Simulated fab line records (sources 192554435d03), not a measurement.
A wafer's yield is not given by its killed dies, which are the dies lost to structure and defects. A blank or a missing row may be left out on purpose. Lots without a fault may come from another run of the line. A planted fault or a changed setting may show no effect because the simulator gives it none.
fab line records	flow n5Finfet
record: lots: 24	wafers: 72	lastDay: 19
route steps=1938 shown BEOL_M3@1002 BEOL_M4@1022
lots that met no fault: from a run of the same line without faults
startH: the number of hours between the record's first day and the start of the first shown wafer of the lot	waitH: hours elapsed since this lot's preceding step	" unchanged from the row above	L1.1+2: a row that stands for several wafers	- no value present, or no start provided	* or withheld: withheld	< > ~ a bound
route shown NAME@n: a module of which the file shows steps, and the number in the route of the first	usual: average and standard deviation across the fault-free wafers	same: alike in all rows	chamber/n: place in a boat	sites: per-site readings	_std_site: how widely they spread, as a standard deviation	_edge_site: the outer-site mean with the inner-site mean subtracted	radiusMm: for every site, how far away it sits from the centre of the wafer	mask NAME#n: copy n	behind: the tool/chamber that last shaped the wafer	hold: cause of the lot's hold/its duration in hours/its outcome	device: the n, p or np transistor that did not switch	end of line: the route-end tests of the same wafers	step lacking rows: just its recipe	killed: not the wafer's yield, but the dies lost to structure and defects at the first sort	map: a wafer's dies, x killed, . not, _ none there
set.NAME: the run value of the setting; set.NAME@STEP: its run value at that earlier step	model.NAME: the simulator's own value behind a step, which no gauge read
one table for each step of the route and one row for each wafer, over a sample of lots
services: from which hour (startH, from the record's first day; less than 0 if before it) a tool's chamber was out of use, for how many hours, and why
== steps ==
step: N5_BEOL_M3_SPUTTER_88
recipe: material: Cu	targetThkA: 45	tempC: -20	chamberPressurePa: 0.07	powerW: withheld	timeS: 8.29
usual: chuckGasFlowSccm: 1.27/0.051	susceptorTempC: -20.01/0.095	throttleValvePct: 30.4/1.3
lot.wafer	tool	chamber	startH	waitH	chuckGasFlowSccm	susceptorTempC	throttleValvePct
L075.1	pvdSputter-02	-	172.33	0.1	1.28	-19.91	31.5
L075.2	"	-	"	"	1.23	-19.92	28.6
L075.6	"	-	"	"	1.21	-19.89	28.3
L074.2	pvdSputter-01	-	172.98	0.1	1.28	-20.00	33.2
L074.3	"	-	"	"	1.38	-19.97	29.6
L074.5	"	-	"	"	1.24	-19.95	30.8
L076.1	pvdSputter-01	-	177.10	0.1	1.29	-20.03	29.5
L076.3	"	-	"	"	1.31	-19.98	30.9
L076.6	"	-	"	"	1.34	-19.94	33.1
L078.1	pvdSputter-03	-	177.57	0.1	1.29	-20.04	31.0
L078.3	"	-	"	"	1.36	-19.92	29.0
L078.5	"	-	"	"	1.30	-19.93	29.3
L077.1	pvdSputter-03	-	180.01	0.1	1.30	-19.97	30.5
L077.4	"	-	"	"	1.25	-20.11	30.8
L077.5	"	-	"	"	1.21	-20.04	30.8
L079.1	pvdSputter-02	-	186.73	0.1	1.28	-20.06	29.6
L079.4	"	-	"	"	1.20	-20.05	31.8
L079.6	"	-	"	"	1.26	-19.98	28.4
L080.2	pvdSputter-02	-	188.57	0.1	1.25	-19.96	29.6
L080.5	"	-	"	"	1.30	-20.03	28.6
L080.6	"	-	"	"	1.16	-19.99	31.8
L081.1	pvdSputter-02	-	190.71	0.1	1.33	-19.96	28.6
L081.3	"	-	"	"	1.27	-19.97	29.6
L081.6	"	-	"	"	1.21	-19.98	31.6
L082.2	pvdSputter-02	-	199.48	0.1	1.22	-19.97	29.6
L082.4	"	-	"	"	1.28	-20.04	31.3
L082.5	"	-	"	"	1.34	-19.96	29.3
L083.1	pvdSputter-03	-	239.56	0.1	1.19	-20.05	29.1
L083.4	"	-	"	"	1.37	-19.89	29.2
L083.5	"	-	"	"	1.28	-20.11	30.1
L084.1	pvdSputter-02	-	242.02	0.1	1.34	-20.11	28.7
L084.5	"	-	"	"	1.26	-19.91	28.5
L084.6	"	-	"	"	1.24	-19.92	31.6
L085.1	pvdSputter-01	-	259.06	0.1	1.34	-20.05	29.8
L085.4	"	-	"	"	1.35	-20.07	32.9
L085.5	"	-	"	"	1.25	-19.91	30.4
L086.1	pvdSputter-03	-	263.17	0.1	1.35	-20.02	30.3
L086.2	"	-	"	"	1.29	-20.05	29.0
L086.4	"	-	"	"	1.23	-19.93	31.1
L088.2	pvdSputter-03	-	267.01	0.1	1.23	-19.90	30.9
L088.3	"	-	"	"	1.31	-20.12	29.2
L088.5	"	-	"	"	1.38	-19.99	30.9
L087.1	pvdSputter-03	-	269.25	0.1	1.27	-19.97	29.0
L087.5	"	-	"	"	1.26	-19.96	29.4
L087.6	"	-	"	"	1.21	-20.11	29.9
L089.1	pvdSputter-01	-	272.59	0.1	1.15	-19.84	31.4
L089.3	"	-	"	"	1.20	-19.92	32.9
L089.4	"	-	"	"	1.25	-19.93	30.9
L090.4	pvdSputter-03	-	272.93	0.1	1.26	-19.99	29.3
L090.5	"	-	"	"	1.20	-20.25	31.0
L090.6	"	-	"	"	1.28	-20.04	30.3
L091.1	pvdSputter-01	-	274.51	0.1	1.25	-20.07	30.8
L091.2	"	-	"	"	1.32	-20.04	29.6
L091.4	"	-	"	"	1.32	-19.93	33.0
L093.2	pvdSputter-01	-	277.20	0.1	1.33	-19.96	33.1
L093.3	"	-	"	"	1.33	-19.97	31.5
L093.5	"	-	"	"	1.27	-19.86	31.5
L092.4	pvdSputter-03	-	284.11	0.1	1.35	-20.18	28.9
L092.5	"	-	"	"	1.21	-20.07	30.8
L092.6	"	-	"	"	1.31	-19.97	30.6
L095.1	pvdSputter-02	-	288.35	0.1	1.28	-19.93	29.9
L095.3	"	-	"	"	1.30	-20.16	28.6
L095.5	"	-	"	"	1.27	-19.99	31.4
L094.1	pvdSputter-01	-	290.77	0.1	1.22	-19.86	33.3
L094.2	"	-	"	"	1.32	-20.03	29.4
L094.3	"	-	"	"	1.30	-20.00	31.4
L096.1	pvdSputter-02	-	318.24	0.1	1.23	-19.99	28.5
L096.5	"	-	"	"	1.32	-19.94	29.4
L096.6	"	-	"	"	1.21	-19.82	31.7
L097.1	pvdSputter-01	-	329.50	0.1	1.31	-20.00	30.9
L097.3	"	-	"	"	1.24	-20.18	31.5
L097.5	"	-	"	"	1.30	-19.84	32.9
step: N5_BEOL_M3_ANNEAL_89
recipe: tempC: 400	timeS: 240	ambient: vacuum
usual: heaterPowerW: 823/72	susceptorTempC: 400.00/0.21
lot.wafer	tool	chamber	startH	waitH	heaterPowerW	susceptorTempC
L075.1	pvdSputter-02	-	172.41	0.0	893	399.87
L075.2	"	-	"	"	935	399.47
L075.6	"	-	"	"	907	399.88
L074.2	pvdSputter-01	-	173.06	0.0	819	399.70
L074.3	"	-	"	"	776	399.60
L074.5	"	-	"	"	861	400.20
L076.1	pvdSputter-01	-	177.18	0.0	769	400.01
L076.3	"	-	"	"	870	400.02
L076.6	"	-	"	"	805	400.05
L078.1	pvdSputter-03	-	177.65	0.0	762	399.91
L078.3	"	-	"	"	889	399.84
L078.5	"	-	"	"	896	399.60
L077.1	pvdSputter-03	-	180.09	0.0	877	400.15
L077.4	"	-	"	"	774	400.14
L077.5	"	-	"	"	778	399.84
L079.1	pvdSputter-02	-	186.81	0.0	773	400.11
L079.4	"	-	"	"	883	399.91
L079.6	"	-	"	"	930	400.11
L080.2	pvdSputter-02	-	188.65	0.0	780	400.13
L080.5	"	-	"	"	949	399.77
L080.6	"	-	"	"	910	399.95
L081.1	pvdSputter-02	-	190.79	0.0	938	400.07
L081.3	"	-	"	"	774	399.98
L081.6	"	-	"	"	894	400.18
L082.2	pvdSputter-02	-	199.56	0.0	793	399.97
L082.4	"	-	"	"	900	400.40
L082.5	"	-	"	"	784	399.95
L083.1	pvdSputter-03	-	239.64	0.0	706	399.71
L083.4	"	-	"	"	874	399.83
L083.5	"	-	"	"	896	399.71
L084.1	pvdSputter-02	-	242.10	0.0	932	400.20
L084.5	"	-	"	"	936	400.00
L084.6	"	-	"	"	900	400.04
L085.1	pvdSputter-01	-	259.14	0.0	775	399.62
L085.4	"	-	"	"	834	400.04
L085.5	"	-	"	"	885	399.88
L086.1	pvdSputter-03	-	263.25	0.0	858	399.90
L086.2	"	-	"	"	751	400.14
L086.4	"	-	"	"	760	399.47
L088.2	pvdSputter-03	-	267.09	0.0	790	399.91
L088.3	"	-	"	"	862	400.15
L088.5	"	-	"	"	818	400.03
L087.1	pvdSputter-03	-	269.33	0.0	739	399.83
L087.5	"	-	"	"	878	399.61
L087.6	"	-	"	"	896	400.50
L089.1	pvdSputter-01	-	272.67	0.0	679	399.83
L089.3	"	-	"	"	830	400.30
L089.4	"	-	"	"	838	399.78
L090.4	pvdSputter-03	-	273.01	0.0	730	400.07
L090.5	"	-	"	"	776	400.04
L090.6	"	-	"	"	858	400.11
L091.1	pvdSputter-01	-	274.59	0.0	883	400.22
L091.2	"	-	"	"	784	400.08
L091.4	"	-	"	"	814	399.62
L093.2	pvdSputter-01	-	277.28	0.0	844	399.94
L093.3	"	-	"	"	691	400.31
L093.5	"	-	"	"	691	400.24
L092.4	pvdSputter-03	-	284.19	0.0	886	399.98
L092.5	"	-	"	"	779	399.86
L092.6	"	-	"	"	895	399.95
L095.1	pvdSputter-02	-	288.43	0.0	797	400.05
L095.3	"	-	"	"	918	400.08
L095.5	"	-	"	"	899	399.69
L094.1	pvdSputter-01	-	290.85	0.0	815	399.84
L094.2	"	-	"	"	763	400.02
L094.3	"	-	"	"	696	399.95
L096.1	pvdSputter-02	-	318.32	0.0	927	399.85
L096.5	"	-	"	"	770	400.15
L096.6	"	-	"	"	901	399.79
L097.1	pvdSputter-01	-	329.58	0.0	877	399.79
L097.3	"	-	"	"	687	399.87
L097.5	"	-	"	"	824	400.18
step: N5_BEOL_M3_CO_CAP_55
recipe: material: Co	targetThkA: 20	tempC: 200	precursor: CCTBA/H2	pressureTorr: 30	timeS: 102.1
usual: heaterPowerW: 235/31	susceptorTempC: 200.01/0.14
lot.wafer	tool	chamber	startH	waitH	heaterPowerW	susceptorTempC
L075.1	cvdCo-01	0	174.07	0.0	229	200.37
L075.2	"	1	"	"	228	200.21
L075.6	"	0	"	"	221	200.32
L074.2	cvdCo-02	1	174.73	0.0	265	200.20
L074.3	"	2	"	"	231	200.25
L074.5	"	2	"	"	228	199.94
L076.1	cvdCo-02	1	178.85	0.0	268	199.98
L076.3	"	0	"	"	185	200.21
L076.6	"	2	"	"	225	199.91
L078.1	cvdCo-01	0	179.34	0.0	224	200.09
L078.3	"	2	"	"	277	199.95
L078.5	"	2	"	"	270	200.25
L077.1	cvdCo-01	2	181.76	0.0	273	199.95
L077.4	"	2	"	"	269	200.12
L077.5	"	1	"	"	230	199.89
L079.1	cvdCo-01	1	188.74	0.0	225	199.99
L079.4	"	2	"	"	270	199.80
L079.6	"	1	"	"	223	200.04
L080.2	cvdCo-02	1	190.31	0.0	269	200.16
L080.5	"	2	"	"	230	200.00
L080.6	"	1	"	"	264	200.03
L081.1	cvdCo-01	0	192.93	0.0	221	200.18
L081.3	"	1	"	"	230	199.83
L081.6	"	1	"	"	229	199.76
L082.2	cvdCo-02	2	201.49	0.0	233	200.10
L082.4	"	0	"	"	184	199.98
L082.5	"	1	"	"	265	199.92
L083.1	cvdCo-02	2	241.31	0.0	231	199.99
L083.4	"	1	"	"	263	200.04
L083.5	"	2	"	"	229	200.15
L084.1	cvdCo-02	1	243.81	0.0	266	200.05
L084.5	"	1	"	"	280	199.98
L084.6	"	2	"	"	233	200.03
L085.1	cvdCo-01	0	260.81	0.0	228	200.24
L085.4	"	1	"	"	231	199.80
L085.5	"	0	"	"	233	200.07
L086.1	cvdCo-01	1	264.91	0.0	225	200.19
L086.2	"	0	"	"	232	199.92
L086.4	"	1	"	"	229	199.91
L088.2	cvdCo-02	2	271.70	0.0	233	200.21
L088.3	"	0	"	"	181	200.11
L088.5	"	0	"	"	184	199.89
L087.1	cvdCo-01	1	271.84	0.0	223	200.01
L087.5	"	0	"	"	223	199.88
L087.6	"	2	"	"	280	200.06
L089.1	cvdCo-02	1	274.33	0.0	270	199.99
L089.3	"	0	"	"	181	200.03
L089.4	"	1	"	"	273	200.10
L090.4	cvdCo-01	1	274.79	0.0	237	199.82
L090.5	"	0	"	"	226	200.01
L090.6	"	2	"	"	275	200.09
L091.1	cvdCo-02	1	276.43	0.0	272	199.83
L091.2	"	0	"	"	186	200.09
L091.4	"	2	"	"	232	200.07
L093.2	cvdCo-01	2	278.94	0.0	279	199.92
L093.3	"	1	"	"	232	199.73
L093.5	"	2	"	"	279	199.74
L092.4	cvdCo-01	1	285.89	0.0	226	199.95
L092.5	"	0	"	"	222	200.02
L092.6	"	2	"	"	272	199.79
L095.1	cvdCo-01	0	290.10	0.0	220	200.09
L095.3	"	1	"	"	225	199.95
L095.5	"	0	"	"	232	200.07
L094.1	cvdCo-02	1	292.51	0.0	269	200.08
L094.2	"	2	"	"	234	200.06
L094.3	"	0	"	"	184	200.12
L096.1	cvdCo-02	2	319.99	0.0	236	200.00
L096.5	"	0	"	"	180	200.03
L096.6	"	2	"	"	232	200.12
L097.1	cvdCo-02	0	331.24	0.0	183	199.86
L097.3	"	1	"	"	273	199.89
L097.5	"	1	"	"	271	199.78
step: N5_BEOL_M4_THK_MEAS_01
recipe: reads: SiOC_of_BEOL_M4_ILD_DEP_00
usual: M4_ILD_THK: 78.9/1
lot.wafer	tool	chamber	startH	waitH	M4_ILD_THK[nm]
L075.1	filmMetro-02	-	174.38	0.0	79.1
L075.2	"	-	"	"	76.9
L075.6	"	-	"	"	79.5
L074.2	filmMetro-01	-	175.04	0.1	77.6
L074.3	"	-	"	"	78.3
L074.5	"	-	"	"	79.1
L076.1	filmMetro-02	-	179.16	0.0	79.2
L076.3	"	-	"	"	78.2
L076.6	"	-	"	"	78.9
L078.1	filmMetro-01	-	179.65	0.0	78.8
L078.3	"	-	"	"	77.8
L078.5	"	-	"	"	78.9
L077.1	filmMetro-02	-	182.07	0.0	79.3
L077.4	"	-	"	"	80.3
L077.5	"	-	"	"	81.1
L079.1	filmMetro-01	-	189.06	0.0	78.7
L079.4	"	-	"	"	80.3
L079.6	"	-	"	"	79.7
L080.2	filmMetro-02	-	190.63	0.1	78.9
L080.5	"	-	"	"	79.9
L080.6	"	-	"	"	80.3
L081.1	filmMetro-01	-	193.24	0.0	77.9
L081.3	"	-	"	"	78.6
L081.6	"	-	"	"	78.8
L082.2	filmMetro-01	-	201.81	0.1	79.0
L082.4	"	-	"	"	80.5
L082.5	"	-	"	"	80.7
L083.1	filmMetro-01	-	241.65	0.0	77.1
L083.4	"	-	"	"	79.4
L083.5	"	-	"	"	79.6
L084.1	filmMetro-02	-	244.12	0.0	78.0
L084.5	"	-	"	"	78.9
L084.6	"	-	"	"	81.0
L085.1	filmMetro-02	-	261.14	0.0	77.8
L085.4	"	-	"	"	79.9
L085.5	"	-	"	"	79.4
L086.1	filmMetro-02	-	265.41	0.0	78.7
L086.2	"	-	"	"	77.9
L086.4	"	-	"	"	78.3
L088.2	filmMetro-02	-	272.02	0.1	77.6
L088.3	"	-	"	"	78.3
L088.5	"	-	"	"	78.6
L087.1	filmMetro-01	-	272.16	0.1	77.1
L087.5	"	-	"	"	78.2
L087.6	"	-	"	"	79.1
L089.1	filmMetro-01	-	274.65	0.0	77.6
L089.3	"	-	"	"	79.0
L089.4	"	-	"	"	80.2
L090.4	filmMetro-01	-	275.07	0.0	82.1
L090.5	"	-	"	"	79.8
L090.6	"	-	"	"	79.0
L091.1	filmMetro-01	-	276.74	0.0	77.1
L091.2	"	-	"	"	79.1
L091.4	"	-	"	"	77.1
L093.2	filmMetro-02	-	279.26	0.1	78.4
L093.3	"	-	"	"	77.2
L093.5	"	-	"	"	79.6
L092.4	filmMetro-01	-	286.20	0.0	77.5
L092.5	"	-	"	"	79.3
L092.6	"	-	"	"	79.6
L095.1	filmMetro-02	-	290.44	0.0	78.9
L095.3	"	-	"	"	78.2
L095.5	"	-	"	"	78.3
L094.1	filmMetro-02	-	292.82	0.0	77.4
L094.2	"	-	"	"	78.6
L094.3	"	-	"	"	78.1
L096.1	filmMetro-01	-	320.30	0.0	78.5
L096.5	"	-	"	"	79.4
L096.6	"	-	"	"	80.4
L097.1	filmMetro-02	-	331.56	0.0	78.0
L097.3	"	-	"	"	79.0
L097.5	"	-	"	"	79.2
step: N5_BEOL_M4_INSPECT_13
recipe: mode: adi	inspectInstrument: brightfield
usual: rawDefectCount: 444/97
lot.wafer	tool	chamber	startH	waitH	rawDefectCount
L075.1	defectInspect-01	-	175.84	0.1	397
L075.2	"	-	"	"	442
L075.6	"	-	"	"	505
L074.2	defectInspect-01	-	176.18	0.0	323
L074.3	"	-	"	"	268
L074.5	"	-	"	"	349
L076.1	defectInspect-01	-	180.93	0.1	420
L076.3	"	-	"	"	501
L076.6	"	-	"	"	500
L078.1	defectInspect-01	-	181.25	0.1	368
L078.3	"	-	"	"	315
L078.5	"	-	"	"	452
L077.1	defectInspect-02	-	182.99	0.1	461
L077.4	"	-	"	"	586
L077.5	"	-	"	"	473
L079.1	defectInspect-01	-	190.81	0.1	603
L079.4	"	-	"	"	460
L079.6	"	-	"	"	551
L080.2	defectInspect-01	-	191.94	0.0	622
L080.5	"	-	"	"	751
L080.6	"	-	"	"	564
L081.1	defectInspect-01	-	197.78	0.1	396
L081.3	"	-	"	"	374
L081.6	"	-	"	"	557
L082.2	defectInspect-02	-	204.34	0.0	362
L082.4	"	-	"	"	546
L082.5	"	-	"	"	505
L083.1	defectInspect-01	-	243.74	0.1	332
L083.4	"	-	"	"	565
L083.5	"	-	"	"	420
L084.1	defectInspect-01	-	246.46	0.1	515
L084.5	"	-	"	"	449
L084.6	"	-	"	"	470
L085.1	defectInspect-01	-	262.41	0.1	405
L085.4	"	-	"	"	481
L085.5	"	-	"	"	506
L086.1	defectInspect-02	-	268.26	0.1	524
L086.2	"	-	"	"	658
L086.4	"	-	"	"	468
L088.2	defectInspect-02	-	274.60	0.0	396
L088.3	"	-	"	"	432
L088.5	"	-	"	"	462
L087.1	defectInspect-01	-	274.77	0.1	301
L087.5	"	-	"	"	459
L087.6	"	-	"	"	458
L089.1	defectInspect-02	-	275.95	0.1	487
L089.3	"	-	"	"	401
L089.4	"	-	"	"	447
L090.4	defectInspect-01	-	276.18	0.0	371
L090.5	"	-	"	"	422
L090.6	"	-	"	"	539
L091.1	defectInspect-01	-	278.95	0.1	544
L091.2	"	-	"	"	354
L091.4	"	-	"	"	498
L093.2	defectInspect-02	-	279.90	0.0	460
L093.3	"	-	"	"	313
L093.5	"	-	"	"	413
L092.4	defectInspect-01	-	286.85	0.0	431
L092.5	"	-	"	"	448
L092.6	"	-	"	"	437
L095.1	defectInspect-02	-	294.67	0.1	341
L095.3	"	-	"	"	357
L095.5	"	-	"	"	417
L094.1	defectInspect-02	-	294.78	0.1	463
L094.2	"	-	"	"	633
L094.3	"	-	"	"	773
L096.1	defectInspect-02	-	321.88	0.1	296
L096.5	"	-	"	"	299
L096.6	"	-	"	"	413
L097.1	defectInspect-01	-	332.82	0.1	437
L097.3	"	-	"	"	513
L097.5	"	-	"	"	446
step: N5_BEOL_M4_DESCUM_33
recipe: chemistry: O2	timeS: 7	sourcePowerW: 50	biasPowerW: 20	pressureMtorr: 20	rfFrequencyHz: 2.712e+07	tempC: 40	resist: CAR-EUV	o2FlowSccm: 225
usual: chamberPressureMTorr: 20.000/0.017	drypumpMotorCurrentA: 5.5/0.41	oesProductAu: 0.85/0.069	rfVppV: 243.3/1.5	showerheadPlenumPTorr: 2.11/0.08	tempC: 40.02/0.12	throttleValvePct: 20.36/0.16
lot.wafer	tool	chamber	startH	waitH	chamberPressureMTorr	drypumpMotorCurrentA	oesProductAu	rfHoursCounterH	rfVppV	showerheadPlenumPTorr	tempC	throttleValvePct
L075.1	rieDiel-04	1	176.88	0.0	19.990	6.5	0.87	49	241.5	2.04	40.11	20.65
L075.2	"	3	"	"	20.007	5.9	0.95	7	246.0	2.22	40.01	20.40
L075.6	"	3	"	"	19.960	5.9	0.96	-	245.1	2.23	40.13	20.40
L074.2	rieDiel-04	2	177.10	0.0	20.011	5.4	0.82	92	243.6	2.11	40.04	20.09
L074.3	"	3	"	"	19.985	5.8	0.95	7	245.3	2.23	39.92	20.39
L074.5	"	1	"	"	20.012	6.5	0.87	-	243.0	2.04	40.04	20.64
L076.1	rieDiel-04	2	182.01	0.0	20.008	5.5	0.82	94	244.7	2.11	39.91	20.10
L076.3	"	3	"	"	19.995	5.9	0.95	9	246.1	2.22	39.86	20.39
L076.6	"	3	"	"	19.998	5.9	0.95	-	244.4	2.22	39.86	20.40
L078.1	rieDiel-03	2	182.29	0.0	20.010	5.6	0.76	124	243.3	2.01	40.01	20.49
L078.3	"	3	"	"	19.976	5.4	0.80	92	244.4	2.20	40.04	20.22
L078.5	"	1	"	"	20.009	5.3	0.89	-	246.6	2.25	40.05	20.20
L077.1	rieDiel-04	1	184.05	0.1	20.014	6.5	0.86	52	241.3	2.04	40.20	20.65
L077.4	"	1	"	"	19.994	6.5	0.87	-	241.7	2.04	40.04	20.65
L077.5	"	3	"	"	19.955	5.9	0.95	-	244.7	2.22	39.96	20.38
L079.1	rieDiel-01	3	191.84	0.0	19.989	5.0	0.92	34	243.3	2.14	39.88	20.23
L079.4	"	1	"	"	20.032	5.2	0.94	6	243.7	2.15	40.00	20.20
L079.6	"	0	"	"	19.990	5.5	0.90	-	242.7	2.05	40.11	20.30
L080.2	rieDiel-03	2	193.06	0.0	19.999	5.6	0.76	127	242.0	2.01	40.21	20.49
L080.5	"	0	"	"	19.999	5.3	0.75	-	241.6	2.03	40.20	20.57
L080.6	"	1	"	"	20.001	5.3	0.88	-	244.4	2.25	40.02	20.21
L081.1	rieDiel-01	1	198.90	0.1	19.980	5.2	0.94	8	243.3	2.15	39.99	20.22
L081.3	"	2	"	"	19.984	6.0	0.67	247	242.1	1.96	40.12	20.50
L081.6	"	0	"	"	19.988	5.5	0.89	-	243.9	2.05	40.12	20.29
L082.2	rieDiel-01	1	205.33	0.1	19.996	5.2	0.93	11	244.1	2.14	40.08	20.22
L082.4	"	3	"	"	19.988	5.0	0.90	38	243.0	2.13	40.12	20.22
L082.5	"	3	"	"	20.009	4.9	0.91	-	242.8	2.13	40.27	20.21
L083.1	rieDiel-01	0	244.89	0.0	20.011	5.4	0.86	38	243.8	2.04	40.08	20.31
L083.4	"	1	"	"	20.022	5.2	0.88	25	243.7	2.14	40.03	20.26
L083.5	"	2	"	"	20.002	5.9	0.97	-	244.9	2.22	40.17	20.32
L084.1	rieDiel-01	0	247.77	0.0	19.975	5.5	0.86	39	241.5	2.04	40.04	20.33
L084.5	"	3	"	"	20.025	4.9	0.87	-	244.3	2.13	40.09	20.23
L084.6	"	0	"	"	19.977	5.5	0.86	-	242.8	2.04	40.17	20.34
L085.1	rieDiel-01	1	263.87	0.0	20.020	5.2	0.87	33	244.0	2.14	39.78	20.27
L085.4	"	2	"	"	20.006	5.9	0.95	-	244.9	2.22	39.92	20.32
L085.5	"	3	"	"	19.995	4.9	0.86	-	243.4	2.13	39.97	20.25
L086.1	rieDiel-04	0	269.27	0.0	19.977	5.1	0.90	16	242.5	2.07	40.12	20.52
L086.2	"	1	"	"	20.003	6.5	0.83	79	243.5	2.03	39.93	20.68
L086.4	"	3	"	"	19.996	5.8	0.87	37	246.1	2.21	39.77	20.45
L088.2	rieDiel-01	0	275.72	0.0	20.006	5.5	0.85	49	241.7	2.04	40.06	20.33
L088.3	"	1	"	"	20.041	5.3	0.86	37	243.6	2.13	40.15	20.29
L088.5	"	0	"	"	20.000	5.5	0.85	-	242.3	2.04	40.10	20.35
L087.1	rieDiel-01	1	275.91	0.0	19.974	5.2	0.87	37	243.4	2.13	40.05	20.26
L087.5	"	1	"	"	19.991	5.2	0.87	-	243.4	2.14	39.97	20.27
L087.6	"	0	"	"	20.012	5.5	0.85	-	242.9	2.04	39.91	20.36
L089.1	rieDiel-03	2	276.99	0.0	20.004	5.6	0.73	152	243.0	2.00	40.06	20.54
L089.3	"	1	"	"	20.026	5.3	0.84	66	245.5	2.24	40.05	20.25
L089.4	"	3	"	"	20.041	5.5	0.77	119	243.4	2.19	40.00	20.27
L090.4	rieDiel-01	3	277.22	0.0	19.996	4.9	0.86	66	243.1	2.13	40.10	20.25
L090.5	"	1	"	"	19.999	5.2	0.87	-	242.4	2.13	40.07	20.26
L090.6	"	0	"	"	20.017	5.5	0.86	-	242.3	2.04	39.95	20.36
L091.1	rieDiel-03	3	280.38	0.4	20.014	5.5	0.77	120	245.5	2.19	39.96	20.27
L091.2	"	2	"	"	20.022	5.6	0.73	153	241.4	2.00	39.99	20.54
L091.4	"	0	"	"	20.006	5.4	0.74	163	241.5	2.02	40.07	20.60
L093.2	rieDiel-04	3	281.38	0.1	19.988	5.9	0.86	41	244.3	2.21	39.96	20.43
L093.3	"	2	"	"	20.004	5.4	0.79	125	243.1	2.09	40.06	20.14
L093.5	"	2	"	"	20.005	5.5	0.78	-	243.0	2.09	40.07	20.16
L092.4	rieDiel-03	1	287.75	0.0	19.991	5.3	0.84	70	244.4	2.24	40.03	20.27
L092.5	"	2	"	"	19.978	5.6	0.72	-	240.6	2.00	39.91	20.55
L092.6	"	3	"	"	19.993	5.5	0.76	-	244.9	2.19	40.07	20.27
L095.1	rieDiel-01	1	296.03	0.0	20.002	5.3	0.85	42	244.3	2.13	39.77	20.28
L095.3	"	0	"	"	19.990	5.4	0.84	56	242.4	2.04	39.95	20.36
L095.5	"	1	"	"	19.981	5.2	0.85	-	244.3	2.13	40.11	20.28
L094.1	rieDiel-01	3	296.21	0.0	20.004	4.9	0.85	74	242.9	2.12	40.01	20.27
L094.2	"	2	"	"	20.046	6.0	0.90	23	245.6	2.22	39.98	20.34
L094.3	"	1	"	"	19.981	5.2	0.86	42	243.2	2.13	40.06	20.27
L096.1	rieDiel-04	0	322.97	0.2	20.014	5.1	0.85	33	241.5	2.06	39.71	20.55
L096.5	"	2	"	"	19.996	5.4	0.77	-	243.3	2.09	39.96	20.16
L096.6	"	3	"	"	20.011	5.8	0.85	-	244.0	2.21	39.96	20.47
L097.1	rieDiel-03	1	333.88	0.0	19.998	5.3	0.82	87	245.4	2.23	39.88	20.30
L097.3	"	2	"	"	19.997	5.6	0.72	173	241.5	1.99	39.87	20.58
L097.5	"	1	"	"	20.005	5.3	0.82	-	245.1	2.23	40.18	20.29
== services ==
tool	chamber	startH	hours	kind
rieDiel-03	0	149.41	9.5	repair
rieDiel-01	1	153.53	-	clean
rieDiel-01	1	153.53	-	consumableReplace:focusRing
rieDiel-01	1	153.53	22.3	scheduledDown
rieDiel-01	1	153.53	22.3	ventCycle
pvdSputter-03	-	157.03	5.4	repair
rieDiel-04	2	165.85	1.5	repair
rieDiel-04	0	170.71	17.3	repair
cvdCo-01	-	178.62	0.5	repair
rieDiel-01	3	183.63	4.1	repair
rieDiel-01	2	208.41	-	clean
rieDiel-01	2	208.41	-	consumableReplace:focusRing
rieDiel-01	2	208.41	-	consumableReplace:showerhead
cvdCo-01	-	219.89	0.2	repair
pvdSputter-02	-	229.10	4.9	repair
rieDiel-01	2	246.55	8.5	repair
pvdSputter-01	-	264.67	2.1	repair
rieDiel-01	1	287.24	4.2	repair
cvdCo-02	-	293.87	0.9	repair
rieDiel-03	3	307.29	5.7	repair
rieDiel-04	2	323.48	19.8	repair
cvdCo-01	1	333.40	-	clean
cvdCo-01	1	333.40	22.0	scheduledDown
cvdCo-01	1	333.40	22.0	ventCycle
== key ==
fault none
